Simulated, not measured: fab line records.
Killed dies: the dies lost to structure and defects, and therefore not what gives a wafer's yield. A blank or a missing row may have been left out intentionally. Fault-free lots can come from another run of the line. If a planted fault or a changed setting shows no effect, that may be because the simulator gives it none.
Comparing a struck lot with a sound one    flow n5Finfet    19 out of 1938 route steps
Sound: wafers L738.2, L738.3, L738.6. Struck: wafer L751.2. (L751.4 of the same lot was not struck and is left out.) The cause comes at the end.
For every step that has rows: the tool of each side, followed by ch and its chambers, followed by its first start. Under that, the readings that differ: sound wafers    struck wafers    difference of the means    sigmas: that difference in standard deviations of wafers without a fault.
alike: words and numbers the same on both sides, and readings whose means are apart by under 2 such deviations; not compared: readings that were withheld, readings missing a value for some wafer, numbers with overlapping values and no deviation given by the record, and bounds like >300 which may hide the same value.
Wherever a step has rows on one side only, a row that says differs or no value, or a row with sigmas, the two part there. When numbers do not overlap yet have no deviation, they are printed without sigmas and do not part them. A reading missing from all wafers of one side parts the sides only when that side holds two or more wafers.

N5_BEOL_M3_INSPECT_30: inspects for defects (brightfield).
  sound: defectInspect-02 at day 8 04:14; struck: defectInspect-02 at day 11 16:07
  alike: rawDefectCount
then, 1 step without rows for these wafers: N5_BEOL_M3_DESCUM_33 (chemistry O2, time 7 s).
N5_BEOL_M3_ETCH_77: etches underlayer in N2/H2, target depth 6.5 nm, time 5.2 s.
  sound on rieDiel-03 ch 0,3, day 8 04:18; struck on rieDiel-03 ch 0, day 11 16:11
  alike: drypumpMotorCurrentA, etchRfOnTimeS, h2FlowSccm, oesProductAu, rfVppV, showerheadPlenumPTorr, throttleValvePct
  not compared: rfHoursCounterH
then, 1 step without rows for these wafers: N5_BEOL_M3_ETCH_69 (etches SiARC in CF4, target depth 15.6 nm, time 26 s).
N5_BEOL_M3_ALD_98: deposits SiO2, target thk 2.5 nm, pulse time 1 s, co reactant pulse time 1 s.
  sound on aldSin-04 ch 1,3, day 8 04:24; struck on aldSin-04 ch 1, day 11 16:17
  alike: heaterPowerW, precursorPulseHeightRel, susceptorTempC
then, 1 step without rows for these wafers: N5_BEOL_M3_ETCHBACK_99 (etches SiO2 in CHF3, target depth 5 nm, time 10.4 s).
N5_BEOL_M3_ETCH_70: etches SOC in N2/H2, target depth 80 nm, overetch 16 nm, time 120 s.
  sound on rieDiel-02 ch 2,3, day 8 12:50; struck on rieDiel-03 ch 0, day 11 18:38
  alike: drypumpMotorCurrentA, h2FlowSccm, oesProductAu, rfVppV, runLengthS, showerheadPlenumPTorr, throttleValvePct
  not compared: rfHoursCounterH
then, 2 steps without rows for these wafers: N5_BEOL_M3_STRIP_71 (strips in N2/H2); N5_BEOL_M3_STRIP_78 (strips in N2/H2).
N5_BEOL_M3_VIA_ETCH_34: etches the open film in C4F6/O2, target depth 69.4 nm, time 65.9 s.
  sound on rieDiel-02 ch 2,3, day 8 12:56; struck on rieDiel-03 ch 0, day 11 18:44
reading               sound              struck  difference  sigmas
runLengthS (s)        89.4 89.9 89.9     88.6    -1.1        -2
throttleValvePct (%)  30.35 30.44 30.44  30.78   +0.37       +2
  alike: C4F6_flow_sccm, drypumpMotorCurrentA, oes_f_703_au, oesProductAu, rfVppV, showerheadPlenumPTorr
  not compared: rfHoursCounterH
then, 1 step without rows for these wafers: N5_BEOL_M3_STRIP_83 (strips in C4F6/O2).
N5_BEOL_M3_STRIP_36: strips in N2/H2.
  sound on rieDiel-02 ch 2,3, day 8 12:59; struck on rieDiel-03 ch 0, day 11 18:47
  alike: drypumpMotorCurrentA, h2FlowSccm, oesProductAu, rfVppV, showerheadPlenumPTorr, throttleValvePct
  not compared: rfHoursCounterH
N5_BEOL_M3_TRENCH_ETCH_37: etches SiOC in C4F6/O2, target depth 55.555 nm, time 29.2 s.
  sound on rieDiel-02 ch 2,3, day 8 13:02; struck on rieDiel-03 ch 0, day 11 18:50
reading                            sound              struck  difference  sigmas
runLengthS (s)                     52.5 53.1 53.1     48.2    -4.7        -9
model.etch.depthNm (nm)            56.23 55.98 55.54  48.57   -7.35       
model.BEOL_M3.featureDepthNm (nm)  56.2 56 55.6       48.6    -7.3        
  alike: C4F6_flow_sccm, drypumpMotorCurrentA, oes_f_703_au, oesProductAu, rfVppV, showerheadPlenumPTorr, throttleValvePct
  not compared: rfHoursCounterH
then, 2 steps without rows for these wafers: N5_BEOL_M3_ETCH_41 (etches SiCN in CH3F/O2, target depth 29.9 nm, time 52.5 s); N5_BEOL_M3_STRIP_97 (strips in N2/H2, time 10 s).
N5_BEOL_M3_OCD_MEAS_38:
  sound: ocd-01 at day 8 13:11; struck: ocd-02 at day 11 18:59
reading             sound           struck  difference  sigmas
trenchDepthNm (nm)  56.2 56.1 55.2  48.4    -7.4        -9
then, 1 step without rows for these wafers: N5_BEOL_M3_HM_STRIP_39 (strips TiN in peroxide tin strip, target depth 25 nm, time 158 s).
N5_BEOL_M4_RC_MEAS_101:
  sound on prober-01 ch 0, day 9 12:54; struck on prober-02 ch 0, day 12 17:53
reading        sound           struck  difference  sigmas
DIBL_N (mV/V)  35.3 36.3 34.9  38.6    +3.1        +2
  alike: DIBL_P, IOFF_N, IOFF_P, ION_N, ION_P, SS_N, SS_P, VT_N, VT_P
-- here the record skips 5 days between the struck wafers' starts before and after, leaving off in module BEOL_M4 and picking up in module PASSIVATION (first step shown: number 1936 of the route) --
N5_PASSIVATION_PROBE_49:
  sound: prober-01 at day 14 03:10; struck: prober-01 at day 17 09:02
reading           sound  struck  difference  sigmas
killedAtContacts  6 9 8  28      +20         +3
  alike: defectLimitedYield, killed_at_M0_to_M3, killed_at_M4_up, killedAtFrontEnd, killedAtOther, killedDies, killedOpen, killedShort, sort_bin_5_function, sort_bin_6_memory, sortNPass, sortYieldPct
  not compared: sort_bin_8_speed

== WHERE THEY PART ==
Earliest at N5_BEOL_M3_VIA_ETCH_34; latest, in this record, at N5_PASSIVATION_PROBE_49.

WHY: the cause the simulator had injected
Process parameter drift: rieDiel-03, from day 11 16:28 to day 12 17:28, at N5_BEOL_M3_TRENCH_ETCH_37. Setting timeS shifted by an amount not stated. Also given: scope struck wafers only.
